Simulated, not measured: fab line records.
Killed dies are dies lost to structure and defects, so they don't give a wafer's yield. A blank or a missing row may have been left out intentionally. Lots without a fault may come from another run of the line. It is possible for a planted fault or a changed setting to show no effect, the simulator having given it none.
Which tool did it? ; flow n5Finfet ; 10 lots, 30 wafers sampled, at 6 steps of a route of 1938

WHAT THE GAUGES SHOWED, per wafer
N5_BEOL_M12_RS_MEAS_54: uses a four-point probe to measure.
lot;measured;on;M12_RS (ohm/sq)
L258;day 11 13:41;filmMetro-01;0.0592 0.0591 0.0594
L262;day 11 23:17;filmMetro-01;0.0604 0.0598 0.0588
L266;day 13 13:14;filmMetro-02;0.0593 0.0591 0.0606
L267;day 13 23:35;filmMetro-02;0.0606 0.0609 0.0617
L269;day 14 00:59;filmMetro-02;0.0598 0.0610 0.0602
L271;day 14 12:16;filmMetro-02;0.0608 0.0603 0.0613
L270;day 14 13:58;filmMetro-01;0.0602 0.0615 0.0600
L272;day 15 05:11;filmMetro-02;0.0603 0.0604 0.0602
L274;day 15 12:59;filmMetro-01;0.0601 0.0597 0.0601
L277;day 16 02:01;filmMetro-01;0.0610 0.0613 0.0614

N5_BEOL_M13_CD_MEAS_10 targets a cd of 190 nm.
lot;measured;on;cdNm (nm)
L258;day 11 14:13;cdSem-01;188.5 188.4 187.4
L262;day 11 23:48;cdSem-02;189.0 190.0 190.1
L266;day 13 13:45;cdSem-01;194.5 194.5 195.0
L267;day 14 00:05;cdSem-03;194.3 194.5 194.3
L269;day 14 01:30;cdSem-02;193.3 193.9 194.0
L271;day 14 12:47;cdSem-03;189.6 189.5 190.7
L270;day 14 14:28;cdSem-03;191.8 192.2 191.5
L272;day 15 05:49;cdSem-01;190.4 192.2 191.3
L274;day 15 13:31;cdSem-03;190.6 191.3 191.8
L277;day 16 02:40;cdSem-03;191.7 189.9 191.1

N5_BEOL_M13_CD_MEAS_17 targets a cd of 190 nm.
lot;measured;on;cdNm (nm)
L258;day 11 14:50;cdSem-03;188.1 188.1 187.7
L262;day 12 00:25;cdSem-02;189.6 191.0 191.7
L266;day 13 14:22;cdSem-03;196.4 195.4 195.7
L267;day 14 00:43;cdSem-02;195.1 194.4 195.3
L269;day 14 02:07;cdSem-01;193.6 194.3 195.2
L271;day 14 13:28;cdSem-03;189.1 190.6 191.7
L270;day 14 15:05;cdSem-02;192.3 193.4 192.0
L272;day 15 06:40;cdSem-03;191.1 193.4 191.3
L274;day 15 14:30;cdSem-01;189.9 192.0 192.5
L277;day 16 03:17;cdSem-02;192.4 190.1 192.7

WHAT TOOL EACH LOT RAN ON (gives the tool, then ch and the chambers of the sampled wafers, and finally the start)
lot;N5_BEOL_M12_SPUTTER_44;N5_BEOL_M13_EXPOSE_07;N5_BEOL_M13_ETCH_59
L258;pvdSputter-01, day 11 12:33;krfScanner-02 ch 0, day 11 14:02;rieDiel-01 ch 0,3, day 11 14:20
L262;pvdSputter-03, day 11 22:14;krfScanner-02 ch 0, day 11 23:38;rieDiel-01 ch 1,2,3, day 11 23:55
L266;pvdSputter-01, day 13 12:10;krfScanner-02 ch 0, day 13 13:35;rieDiel-01 ch 0,1, day 13 13:52
L267;pvdSputter-01, day 13 22:30;krfScanner-02 ch 0, day 13 23:56;rieDiel-03 ch 1,3, day 14 00:13
L269;pvdSputter-02, day 13 23:55;krfScanner-02 ch 0, day 14 01:19;rieDiel-04 ch 0,1,2, day 14 01:37
L271;pvdSputter-01, day 14 11:13;krfScanner-01 ch 0, day 14 12:37;rieDiel-01 ch 1,3, day 14 12:58
L270;pvdSputter-02, day 14 12:54;krfScanner-01 ch 0, day 14 14:18;rieDiel-04 ch 1,2, day 14 14:36
L272;pvdSputter-03, day 15 04:07;krfScanner-01 ch 0, day 15 05:40;rieDiel-03 ch 0,3, day 15 06:10
L274;pvdSputter-03, day 15 11:56;krfScanner-01 ch 0, day 15 13:20;rieDiel-04 ch 0,3, day 15 14:01
L277;pvdSputter-01, day 16 00:13;krfScanner-01 ch 0, day 16 02:29;rieDiel-03 ch 1,2,3, day 16 02:47
- N5_BEOL_M12_SPUTTER_44: material Ta, target thk 10 nm, time 16.13 s.
- N5_BEOL_M13_EXPOSE_07: exposes mask V12.
- N5_BEOL_M13_ETCH_59: etches BARC in N2/H2, target depth 89 nm, overetch 26.7 nm, time 67.9 s.

WHAT THE TOOLS THEMSELVES READ (means of the sampled wafers that have a number; where no wafer has one, the mark that the record gives instead)
N5_BEOL_M12_SPUTTER_44.
lot;tool;throttleValvePct (%)
L258;pvdSputter-01;29.5
L262;pvdSputter-03;30.3
L266;pvdSputter-01;30.2
L267;pvdSputter-01;29.4
L269;pvdSputter-02;29.0
L271;pvdSputter-01;31.3
L270;pvdSputter-02;28.9
L272;pvdSputter-03;30.2
L274;pvdSputter-03;30.3
L277;pvdSputter-01;29.9

N5_BEOL_M13_EXPOSE_07.
lot;tool;exposureDoseMJCm2
L258;krfScanner-02;24.779
L262;krfScanner-02;24.789
L266;krfScanner-02;26.253
L267;krfScanner-02;25.978
L269;krfScanner-02;25.718
L271;krfScanner-01;24.776
L270;krfScanner-01;24.738
L272;krfScanner-01;24.792
L274;krfScanner-01;24.790
L277;krfScanner-01;24.754

N5_BEOL_M13_ETCH_59.
lot;tool;drypumpMotorCurrentA (A);oesProductAu (a.u.);rfVppV (V);showerheadPlenumPTorr (Torr);throttleValvePct (%)
L258;rieDiel-01;6.1;0.69;522.8;2.53;17.68
L262;rieDiel-01;5.8;0.73;522.3;2.51;17.81
L266;rieDiel-01;5.4;0.74;526.4;2.66;17.68
L267;rieDiel-03;6.3;0.68;527.5;2.67;17.71
L269;rieDiel-04;5.7;0.72;524.3;2.56;17.87
L271;rieDiel-01;5.2;0.71;522.8;2.54;17.84
L270;rieDiel-04;5.6;0.75;524.6;2.54;17.73
L272;rieDiel-03;6.0;0.67;526.0;2.59;17.65
L274;rieDiel-04;6.3;0.74;528.3;2.68;17.61
L277;rieDiel-03;6.0;0.62;525.9;2.60;17.94

THE ANSWER, worked out from the rows above alone
Rule: usual is defined by the lots themselves. Put in order of their means at a reading, lots are off if they are a third of the lots or fewer, leave a main group of 4 or more, and stand apart from it by a gap of 3 or more times the standard deviation of the main group's means; of several such gaps the widest counts. The tables above print the reading to a certain number of digits; a main group whose means all agree to those digits is not used. A lot without any number at a reading at which 4 lots or more have one is off too. All remaining lots with rows at the step are treated as sound. Order of review: gauges by route order, followed by the tools' own readings, for which a lot's mean as printed above is used. The first step at which some lot is off is used, and at that step the reading that is off furthest; a lot without a number counts as furthest.
Off, at N5_BEOL_M13_EXPOSE_07 on exposureDoseMJCm2: L266, L267, L269. For the main group the mean is 24.774 and the standard deviation 0.019.
A tool fits if, at that step or a process step before it, it ran every lot that is off, and no sound lot after the first of them. One candidate fits, namely krfScanner-02 at N5_BEOL_M13_EXPOSE_07. Its last sound lot is L262 (day 11 23:38), its first lot that is off L266 (day 13 13:35): a fault that began between those two fits.
On the lots that are off, the tool's own readings at N5_BEOL_M13_EXPOSE_07 differ by more than 5 times the standard deviation of the sound lots' means, which bears it out; exposureDoseMJCm2 reads 25.983 there versus 24.774 on the sound lots.

WHAT THE SIMULATOR PUT IN
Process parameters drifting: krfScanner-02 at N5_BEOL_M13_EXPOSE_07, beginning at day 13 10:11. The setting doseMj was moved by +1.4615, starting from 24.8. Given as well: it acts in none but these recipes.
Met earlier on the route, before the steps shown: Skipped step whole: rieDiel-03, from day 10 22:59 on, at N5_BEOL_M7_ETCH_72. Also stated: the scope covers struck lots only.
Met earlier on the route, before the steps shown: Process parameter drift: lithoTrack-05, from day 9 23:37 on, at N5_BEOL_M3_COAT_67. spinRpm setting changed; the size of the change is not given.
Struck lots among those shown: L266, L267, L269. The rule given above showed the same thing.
